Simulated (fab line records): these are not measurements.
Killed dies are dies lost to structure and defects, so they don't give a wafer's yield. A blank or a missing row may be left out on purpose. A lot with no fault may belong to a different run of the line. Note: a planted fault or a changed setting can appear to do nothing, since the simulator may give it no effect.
One fault seen from 2 desks ; flow nandHarc ; what lay behind the numbers comes last; until then each desk has only its own

AT THE TOOL OWNER'S DESK: lpcvdPoly-04
The tool's own readings at NHARC_A_WL_FILL_CVD_23 (deposits poly-Si, target thk 40 nm, time 800 s): means of the sampled wafers that have a number, for each lot that ran on this tool. Any lot whose mean is over 4 standard deviations away from the usual mean is out of limits and marked OUT; that distance is given in the brackets.
Columns: A = pressureMtorr at NHARC_A_WL_FILL_CVD_23, usual 200.0 mTorr; B = runLengthS at NHARC_A_WL_FILL_CVD_23, usual 801.8 s; C = zonePowerCentrePct at NHARC_A_WL_FILL_CVD_23, usual 8.2 %; D = zonePowerTopPct at NHARC_A_WL_FILL_CVD_23, usual 17.4 %
lot;first seen here;A;B;C;D
L964;day 15 23:10;200.2;802.2;7.2;16.5
L965;day 15 23:10;200.1;802.1;7.2;16.6
L963;day 16 06:39;200.2;802.3;7.2;16.6
L979;day 19 15:51;199.8;801.6;7.2;16.5
L980;day 19 15:51;199.5;801.6;7.3;16.7
L985;day 21 14:53;199.5;801.9;7.2;16.6
This desk's finding: nothing out of limits on any of the 6 lots.

THE METROLOGY DESK
What the gauges read, lot by lot, whatever tool the lot ran on: means of the sampled wafers that have a number. Any lot whose mean is over 4 standard deviations away from the usual mean is out of limits and marked OUT; that distance is given in the brackets.
Columns: A = cdNm at NHARC_A_SLIT_CD_MEAS_09, usual 300.0 nm
lot;first seen here;A
L964;day 14 18:12;300.0
L965;day 14 18:29;300.3
L963;day 14 20:20;299.6
L972;day 17 02:07;299.0
L973;day 17 02:16;299.9
L979;day 18 06:48;299.5
L980;day 18 08:24;299.7
L978;day 19 02:50;300.4
L983;day 19 06:37;300.2
L982;day 19 07:35;299.9
L985;day 19 21:01;300.4
L984;day 19 22:18;300.0
This desk's finding: nothing out of limits on any of the 12 lots.

BROUGHT TOGETHER
The desk of the tool owner found nothing out of limits.
The metrology desk saw nothing out of limits.

WHAT THE SIMULATOR PUT IN
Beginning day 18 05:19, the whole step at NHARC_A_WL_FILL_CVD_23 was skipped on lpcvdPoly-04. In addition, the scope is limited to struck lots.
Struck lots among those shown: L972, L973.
